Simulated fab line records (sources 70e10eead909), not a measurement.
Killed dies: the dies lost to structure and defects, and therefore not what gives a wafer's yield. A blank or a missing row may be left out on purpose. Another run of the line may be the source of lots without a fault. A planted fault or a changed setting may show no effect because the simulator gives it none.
fab line records ; flow nandHarc
record: lots: 12; wafers: 36; lastDay: 35
route steps=1302 shown P_ZERO_WELL@19 P_GATE@132 END@1302
lots that met no fault: from a run of the same line without faults
startH: hours from the record's first day to the start of the lot's first wafer shown ; waitH: hours from the lot's prior step to this one ; " as in the row above ; L1.1+2: a row that stands for several wafers ; - value missing, or start not given ; * or withheld: withheld ; < > ~ a bound
route shown NAME@n: names a module that has steps shown in the file, with the first one's number in the route ; usual: mean/standard deviation taken from wafers without a fault ; same: alike in all rows ; chamber/n: place in a boat ; sites: readings site by site ; _std_site: the values' standard deviation ; _edge_site: mean of outer sites minus mean of inner sites ; radiusMm: for every site, how far away it sits from the centre of the wafer ; mask NAME#n: copy n ; behind: tool/chamber where the wafer was last shaped ; hold: why the lot was held/for how many hours/how that ended ; device: whichever transistor did not switch (one of n, p or np) ; end of line: tests of these same wafers at the route's end ; step lacking rows: just its recipe ; killed: not the wafer's yield, but the dies lost to structure and defects at the first sort ; map: a wafer's dies, x killed, . not, _ none there
set.NAME: the setting the step ran with; set.NAME@STEP: the setting that earlier step ran with ; model.NAME: the simulator's own value behind a step, which no gauge read
steps of the route over a sample of lots; a table a step, a row a wafer
services: a tool's chamber out of use, with start hour (startH, from the record's first day; less than 0 if before it), hours out, and reason
== steps ==
step: NHARC_P_ZERO_WELL_ETCH_63
recipe: targetDepthA: 1200; timeS: 40.1; hbrFlowSccm: 150; cl2FlowSccm: 50; rfW: 400; icpW: 400; biasW: 100; chemistry: HBr/Cl2
usual: drypumpMotorCurrentA: 5.8/0.51; hbrFlowSccm: 150.0/0.4; mfcCl2Sccm: 49.99/0.14; oesProductAu: 1.003/0.0082; throttleValvePct: 26.405/0.0087
lot.wafer;tool;chamber;startH;waitH;drypumpMotorCurrentA;hbrFlowSccm;mfcCl2Sccm;oesProductAu;rfHoursCounterH;throttleValvePct
L809.4;rieSi-05;1;31.81;-;4.9;150.5;50.02;1.011;0.4;26.416
L809.1;rieSi-05;2;31.81;-;5.0;150.2;50.15;1.013;0.4;26.405
L809.5;rieSi-05;3;31.81;-;5.6;150.6;49.94;1.007;-;26.401
L810.4;rieSi-02;3;41.65;-;6.3;150.4;50.17;0.982;0.8;26.403
L810.3;rieSi-02;0;41.65;-;5.0;149.8;49.84;0.979;0.7;26.391
L810.1;rieSi-02;2;41.65;-;5.7;150.5;49.86;0.988;0.8;26.409
L811.4;rieSi-06;3;51.66;-;6.5;151.1;50.05;0.993;0.9;26.392
L811.3;rieSi-06;0;51.66;-;6.3;150.9;49.85;1.017;0.9;26.404
L811.6;rieSi-06;2;51.66;-;6.0;149.7;50.14;1.010;-;26.401
L812.1;rieSi-06;0;61.65;-;6.4;150.2;49.97;1.017;1.0;26.417
L812.4;rieSi-06;1;61.65;-;5.6;150.2;49.55;1.010;0.8;26.404
L812.6;rieSi-06;0;61.65;-;6.4;150.1;50.10;1.010;-;26.392
L813.1;rieSi-02;0;71.52;-;5.0;150.2;49.76;0.993;0.8;26.400
L813.4;rieSi-02;1;71.52;-;5.9;150.2;49.99;0.993;0.8;26.411
L813.2;rieSi-02;2;71.52;-;5.7;150.5;49.97;1.001;0.9;26.388
L816.1;rieSi-06;2;101.61;-;5.9;150.2;49.96;0.993;0.2;26.396
L816.2;rieSi-06;3;101.61;-;6.5;150.9;50.26;0.993;0.2;26.412
L816.4;rieSi-06;0;101.61;-;6.4;149.8;50.33;1.008;0.1;26.409
L817.4;rieSi-06;1;111.70;-;5.6;150.4;49.93;1.021;0.2;26.413
L817.3;rieSi-06;3;111.70;-;6.5;150.0;49.72;0.996;0.2;26.398
L817.2;rieSi-06;0;111.70;-;6.4;150.1;49.78;1.006;0.1;26.421
L821.4;rieSi-05;1;151.56;-;4.9;150.4;49.91;1.011;0.2;26.416
L821.2;rieSi-05;2;151.56;-;5.0;150.5;49.79;1.013;0.1;26.395
L821.5;rieSi-05;2;151.56;-;5.0;150.2;49.86;1.016;-;26.409
L826.1;rieSi-02;2;201.66;-;5.7;150.3;50.02;0.992;0.4;26.411
L826.3;rieSi-02;1;201.66;-;5.9;149.3;50.14;0.998;0.4;26.417
L826.6;rieSi-02;3;201.66;-;6.3;149.3;49.98;1.002;-;26.406
L829.2;rieSi-06;0;231.60;-;6.4;150.1;49.94;0.995;0.9;26.394
L829.1;rieSi-06;1;231.60;-;5.6;149.3;50.10;1.011;0.9;26.424
L829.5;rieSi-06;0;231.60;-;6.4;150.4;50.01;0.993;-;26.409
L830.2;rieSi-02;0;241.71;-;5.0;149.9;50.09;1.006;0.7;26.416
L830.1;rieSi-02;1;241.71;-;5.9;150.0;50.08;1.006;0.6;26.398
L830.3;rieSi-02;2;241.71;-;5.7;149.9;49.86;1.001;0.7;26.404
L831.3;rieSi-02;2;251.54;-;5.6;150.2;50.10;1.000;0.8;26.401
L831.2;rieSi-02;0;251.54;-;5.0;150.1;49.96;1.003;0.9;26.400
L831.5;rieSi-02;2;251.54;-;5.7;149.8;49.85;1.009;-;26.405
step: NHARC_P_ZERO_WELL_EXPOSE_49
recipe: na: 0.6; targetCdNm: 2000; doseMj: 22.64; maskId: P_HVPW
lot.wafer;tool;chamber;startH;waitH;mask
L809.1+4+5;krfScanner-04;0;35.67;-;P_HVPW#0
L810.1+3+4;krfScanner-01;0;45.58;-;P_HVPW#0
L811.3+4+6;krfScanner-01;0;58.69;-;P_HVPW#0
L812.1+4+6;krfScanner-02;0;65.70;-;P_HVPW#0
L813.1+2+4;krfScanner-04;0;75.45;-;P_HVPW#0
L816.1+2+4;krfScanner-01;0;105.56;-;P_HVPW_R1#0
L817.2+3+4;krfScanner-02;0;115.62;-;P_HVPW#0
L821.2+4+5;krfScanner-01;0;155.61;-;P_HVPW#0
L826.1+3+6;krfScanner-02;0;205.71;-;P_HVPW#0
L829.1+2+5;krfScanner-02;0;236.02;-;P_HVPW#0
L830.1+2+3;krfScanner-01;0;245.78;-;P_HVPW#0
L831.2+3+5;krfScanner-04;0;255.62;-;P_HVPW#0
step: NHARC_P_ZERO_WELL_CD_MEAS_52
recipe: targetCdNm: 2000; landingEnergyEv: 500
usual: cdNm: 2000.2/1.5
lot.wafer;tool;chamber;startH;waitH;cdNm
L809.1;cdSem-01;0;35.82;-;1999.6
L809.4;cdSem-01;0;35.82;-;2002.6
L809.5;cdSem-01;0;35.82;-;2001.2
L810.1;cdSem-03;0;45.74;-;2001.1
L810.3;cdSem-03;0;45.74;-;2001.1
L810.4;cdSem-03;0;45.74;-;2001.0
L811.3;cdSem-01;0;58.84;-;2000.2
L811.4;cdSem-01;0;58.84;-;2000.2
L811.6;cdSem-01;0;58.84;-;2000.0
L812.1;cdSem-01;0;65.86;-;2000.5
L812.4;cdSem-01;0;65.86;-;1999.7
L812.6;cdSem-01;0;65.86;-;1997.9
L813.1;cdSem-03;0;75.60;-;1997.3
L813.2;cdSem-03;0;75.60;-;1998.2
L813.4;cdSem-03;0;75.60;-;1997.9
L816.1;cdSem-03;0;105.72;-;1454.1
L816.2;cdSem-03;0;105.72;-;1453.8
L816.4;cdSem-03;0;105.72;-;1454.0
L817.2;cdSem-03;0;115.78;-;2000.1
L817.3;cdSem-03;0;115.78;-;2000.8
L817.4;cdSem-03;0;115.78;-;2001.1
L821.2;cdSem-03;0;155.77;-;1998.4
L821.4;cdSem-03;0;155.77;-;1999.0
L821.5;cdSem-03;0;155.77;-;1999.8
L826.1;cdSem-02;0;205.87;-;1999.8
L826.3;cdSem-02;0;205.87;-;1998.8
L826.6;cdSem-02;0;205.87;-;1999.5
L829.1;cdSem-03;0;236.19;-;1998.1
L829.2;cdSem-03;0;236.19;-;1998.6
L829.5;cdSem-03;0;236.19;-;1999.7
L830.1;cdSem-02;0;245.94;-;1997.7
L830.2;cdSem-02;0;245.94;-;1998.9
L830.3;cdSem-02;0;245.94;-;1998.2
L831.2;cdSem-02;0;255.77;-;2001.1
L831.3;cdSem-02;0;255.77;-;2001.9
L831.5;cdSem-02;0;255.77;-;2002.0
step: NHARC_P_GATE_DEP_103
recipe: targetThkA: 300; targetThkNm: 30; tempC: 400; flowSccm: 200; rfW: 350; material: SiON
usual: heaterPowerW: 819/100; susceptorTempC: 399.98/0.24
lot.wafer;tool;chamber;startH;waitH;heaterPowerW;sinceWetCleanH;susceptorTempC
L809.1;pecvd-01;0;104.07;0.6;907;142;399.96
L809.5;pecvd-01;1;104.07;0.6;879;-;399.87
L809.4;pecvd-01;2;104.07;0.6;729;-;400.26
L810.1;pecvd-01;0;115.52;0.6;967;154;399.85
L810.3;pecvd-01;2;115.52;0.6;742;154;400.19
L810.4;pecvd-01;0;115.52;0.6;978;-;399.92
L811.3;pecvd-02;0;129.64;0.3;920;71;400.26
L811.4;pecvd-02;1;129.64;0.3;719;-;400.10
L811.6;pecvd-02;2;129.64;0.3;791;-;399.66
L812.1;pecvd-02;0;138.39;0.6;924;79;400.17
L812.6;pecvd-02;0;138.39;0.6;911;-;400.03
L812.4;pecvd-02;1;138.39;0.6;704;-;400.29
L813.1;pecvd-01;0;145.82;0.6;977;3;399.98
L813.2;pecvd-01;1;145.82;0.6;852;3;399.74
L813.4;pecvd-01;2;145.82;0.6;607;-;399.91
L817.2;pecvd-04;1;186.06;0.5;712;85;399.55
L817.3;pecvd-04;2;186.06;0.5;886;85;400.04
L817.4;pecvd-04;1;186.06;0.5;738;-;400.00
L821.2;pecvd-01;0;229.89;0.8;916;87;400.43
L821.4;pecvd-01;1;229.89;0.8;760;-;400.42
L821.5;pecvd-01;2;229.89;0.8;675;-;400.46
L826.3;pecvd-01;2;272.12;0.3;691;129;400.03
L826.1;pecvd-01;0;272.12;0.3;920;129;399.84
L826.6;pecvd-01;2;272.12;0.3;684;-;400.00
L829.2;pecvd-02;1;303.38;0.4;731;63;399.99
L829.1;pecvd-02;0;303.38;0.4;981;63;399.96
L829.5;pecvd-02;0;303.38;0.4;963;-;400.08
L830.2;pecvd-04;2;316.58;0.4;812;34;399.34
L830.1;pecvd-04;0;316.58;0.4;776;34;400.02
L830.3;pecvd-04;1;316.58;0.4;805;34;399.46
L831.2;pecvd-04;1;335.03;0.5;657;53;399.91
L831.3;pecvd-04;2;335.03;0.5;811;53;399.81
L831.5;pecvd-04;1;335.03;0.5;642;-;399.90
step: NHARC_P_GATE_ETCH_104
recipe: targetDepthA: 600; timeS: withheld; cf4FlowSccm: 100; chf3FlowSccm: 30; arFlowSccm: 0; rfW: 500; biasW: 200; chemistry: CF4/CHF3
usual: drypumpMotorCurrentA: 5.5/0.34; oesProductAu: 0.950/0.022; rfVppV: 370.4/2.1; showerheadPlenumPTorr: 1.57/0.061; throttleValvePct: 16.803/0.0087
lot.wafer;tool;chamber;startH;waitH;drypumpMotorCurrentA;oesProductAu;rfVppV;showerheadPlenumPTorr;throttleValvePct
L809.1;rieDiel-13;3;105.02;0.1;5.8;0.924;370.1;1.57;16.791
L809.4;rieDiel-13;3;105.02;0.1;5.7;0.920;370.9;1.57;16.808
L809.5;rieDiel-13;0;105.02;0.1;5.2;0.927;369.3;1.50;16.810
L810.3;rieDiel-13;0;116.49;0.1;5.2;0.928;369.7;1.50;16.798
L810.1;rieDiel-13;2;116.49;0.1;5.8;0.910;371.3;1.59;16.811
L810.4;rieDiel-13;0;116.49;0.1;5.2;0.920;367.4;1.50;16.810
L811.3;rieDiel-13;0;130.47;0.1;5.2;0.966;367.5;1.50;16.799
L811.4;rieDiel-13;1;130.47;0.1;5.4;0.976;367.9;1.49;16.808
L811.6;rieDiel-13;0;130.47;0.1;5.1;0.984;367.7;1.50;16.798
L812.1;rieDiel-02;1;139.35;0.1;5.3;0.961;372.1;1.59;16.792
L812.4;rieDiel-02;3;139.35;0.1;6.2;0.975;373.8;1.65;16.801
L812.6;rieDiel-02;0;139.35;0.1;5.6;0.974;372.5;1.61;16.790
L813.2;rieDiel-05;2;146.77;0.1;6.0;0.949;368.3;1.48;16.824
L813.1;rieDiel-05;3;146.77;0.1;5.0;0.958;367.5;1.47;16.792
L813.4;rieDiel-05;2;146.77;0.1;6.0;0.942;367.6;1.48;16.799
L817.3;rieDiel-02;2;186.88;0.1;5.3;0.924;370.1;1.51;16.820
L817.4;rieDiel-02;3;186.88;0.1;6.2;0.929;373.7;1.65;16.801
L817.2;rieDiel-02;0;186.88;0.1;5.6;0.923;371.7;1.61;16.803
L821.4;rieDiel-02;0;230.78;0.1;5.5;0.982;370.3;1.61;16.779
L821.2;rieDiel-02;1;230.78;0.1;5.3;0.981;369.8;1.59;16.794
L821.5;rieDiel-02;3;230.78;0.1;6.2;0.967;374.3;1.65;16.798
L826.1;rieDiel-13;3;272.95;0.1;5.7;0.916;370.6;1.57;16.798
L826.3;rieDiel-13;0;272.95;0.1;5.1;0.919;368.5;1.50;16.811
L826.6;rieDiel-13;1;272.95;0.1;5.4;0.918;366.3;1.49;16.799
L829.1;rieDiel-02;3;304.36;0.1;6.2;0.963;372.1;1.65;16.799
L829.2;rieDiel-02;1;304.36;0.1;5.3;0.943;370.5;1.59;16.810
L829.5;rieDiel-02;0;304.36;0.1;5.6;0.963;370.3;1.61;16.806
L830.2;rieDiel-02;3;317.54;0.1;6.2;0.968;372.4;1.65;16.806
L830.3;rieDiel-02;0;317.54;0.1;5.6;0.963;371.6;1.61;16.811
L830.1;rieDiel-02;1;317.54;0.1;5.4;0.955;370.8;1.59;16.795
L831.2;rieDiel-02;1;336.01;0.1;5.4;0.964;370.8;1.59;16.791
L831.3;rieDiel-02;2;336.01;0.1;5.3;0.961;369.1;1.51;16.798
L831.5;rieDiel-02;0;336.01;0.1;5.6;0.963;369.8;1.61;16.804
step: NHARC_END_SORT_01
recipe: tempC: 25
usual: killedAtArray: 44/16; killedAtOther: 0.6/1.1; killedAtPeriphery: 3.9/2.6; killedDies: 48/16; killedOpen: 3.1/1.9; killedShort: 2.4/1.8
same: grossDies: 677
lot.wafer;tool;chamber;startH;waitH;killedAtArray;killedAtOther;killedAtPeriphery;killedDies;killedOpen;killedShort
L816.1;prober-02;0;624.03;2.5;74;0;603;677;3;4
L816.2;prober-02;0;624.84;2.8;60;0;617;677;1;4
L816.4;prober-02;0;626.45;3.4;42;0;634;676;6;1
killed by level:class
L816.1 P_ZERO_WELL:areaExpose=602 A_CHANNEL_HOLE_D1:chamberFilmFlake=29 A_CHANNEL_HOLE_D2:chamberFilmFlake=19 A_CONTACT:chamberFilmFlake=8 A_STAIRCASE:chamberFilmFlake=4 A_SGD_CUT:chamberFilmFlake=4 A_M0:chamberFilmFlake=3 A_ONON_D2:geometricParticle:short=2
L816.2 P_ZERO_WELL:areaExpose=610 A_CHANNEL_HOLE_D2:chamberFilmFlake=29 A_CHANNEL_HOLE_D1:chamberFilmFlake=16 A_CONTACT:chamberFilmFlake=5 A_STAIRCASE:chamberFilmFlake=4 P_ZERO_WELL:chamberFilmFlake=3 P_M1:chamberFilmFlake=2 A_WL_FILL:chamberFilmFlake=2
L816.4 P_ZERO_WELL:areaExpose=631 A_CHANNEL_HOLE_D1:chamberFilmFlake=12 A_CHANNEL_HOLE_D2:chamberFilmFlake=12 A_STAIRCASE:chamberFilmFlake=4 A_CONTACT:chamberFilmFlake=4 A_CHANNEL_FILL_D2:geometricParticle:open=2 A_SOURCE_PLATE:geometricParticle:short=1 A_SOURCE_PLATE:geometricParticle:open=1
== services ==
tool;chamber;startH;hours;kind
rieSi-06;1;31.27;6.7;repair
rieDiel-02;-;39.70;9.0;pm
rieSi-06;-;40.54;0.4;repair
rieSi-06;1;40.98;9.1;repair
rieSi-06;1;53.92;2.7;repair
rieDiel-02;0;61.37;5.3;repair
rieSi-06;-;72.00;9.0;pm
rieDiel-02;1;99.57;4.2;repair
rieSi-02;-;100.00;9.0;pm
pecvd-01;-;130.25;13.0;pm
krfScanner-01;-;140.00;4.0;pm
rieSi-02;-;149.14;15.2;repair
rieSi-06;0;162.32;2.2;repair
rieSi-02;2;181.20;1.5;repair
rieDiel-02;-;216.70;9.0;pm
rieSi-06;-;249.00;9.0;pm
rieSi-02;-;277.00;9.0;pm
pecvd-01;0;296.44;13.2;repair
rieDiel-02;2;310.91;4.4;repair
pecvd-01;-;311.25;13.0;pm
krfScanner-01;-;312.00;4.0;pm
rieSi-02;2;320.35;8.7;repair
rieDiel-02;3;325.93;22.6;repair
rieSi-06;-;333.95;0.3;repair
== key ==
firstSign: step: NHARC_P_ZERO_WELL_EXPOSE_49; reading: mask; direction: changed
effect: step: NHARC_P_ZERO_WELL_CD_MEAS_52; reading: cdNm; direction: down; sigmas: 99+; usual: 2000.2; struck: 1453.9
effect: step: NHARC_END_SORT_01; reading: killedAtPeriphery; direction: up; sigmas: 99+; usual: 3.9; struck: 618
moreKillsBornAt: NHARC_P_ZERO_WELL_EXPOSE_49@krfScanner-01: 1843
metAt NHARC_P_ZERO_WELL_EXPOSE_49
struckLots L816
laterRowsLeftOut L816.1,L816.2,L816.4
testerLeftOut L816
notActingAt NHARC_P_ZERO_WELL_ETCH_63,NHARC_P_GATE_DEP_103,NHARC_P_GATE_ETCH_104
onsetBetween 58.69 105.56
fault: kind: wrongMask; tool: any; chamber: -; onsetH: 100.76; steps: NHARC_P_ZERO_WELL_EXPOSE_49; auxCopy: P_HVPW_R1#0; cdOffsetNm: -546.82; scope: struckLotsOnly
testerLeftOut: of these lots the tester's yield and bins aren't shown, on N5 and GAA mostly nor the transistor test; their killed dies are dies lost to structure and defects alone, not to doping, threshold or leakage, so they don't give the yield
laterRowsLeftOut: the simulator's readings of these wafers behind a module that went badly wrong aren't trusted and aren't shown, but for the sort
